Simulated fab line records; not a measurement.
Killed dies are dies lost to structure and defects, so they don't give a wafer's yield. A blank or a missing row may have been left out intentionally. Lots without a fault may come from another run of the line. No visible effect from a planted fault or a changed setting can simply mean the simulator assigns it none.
Matching of chambers	flow n5Finfet	N5_PMOS_HMC_CHANNEL_EPI_ETCH_32 on rieDiel-01 has 4 sister chambers
The step etches BARC in N2/H2, stops on SiO2, target depth 85.8 nm, time 50.3 s. 4 wafers are shown with their chamber, then 7 later ones without.

== EACH WAFER AND ITS CHAMBER ==
wafer	chamber	showerheadPlenumPTorr (Torr)
L082.1	0	2.40
L089.5	2	2.51
L090.3	3	2.47
L090.4	1	2.62

== WAFERS WITHOUT THEIR CHAMBER ==
wafer	showerheadPlenumPTorr (Torr)
L090.5	2.47
L096.3	2.50
L096.4	2.50
L096.5	2.46
L097.2	2.50
L097.3	2.46
L097.4	2.46

== CHAMBER TAKEN BY EACH ==
wafer	from the rows above	in truth
L090.5	3	3
L096.3	2	2
L096.4	2	2
L096.5	3	3
L097.2	2	2
L097.3	3	3
L097.4	3	3
Placed correctly: 7 of 7. From these rows, 0 cannot be placed. Wrongly placed: 0.
How it was worked out, from the rows above alone: a wafer's distance from a chamber is the root of the sum, over the readings, of the square of ((its reading less the chamber's mean) divided by the reading's scatter). If the next closest chamber is less than 2 further off than the closest, the wafer can't be placed; otherwise it belongs to the closest. For every chamber, the mean is computed from those of its wafers that are shown. The scatter: with one shown wafer a chamber, the root of the mean of the squares of how far each hidden wafer lies from its nearest shown one.
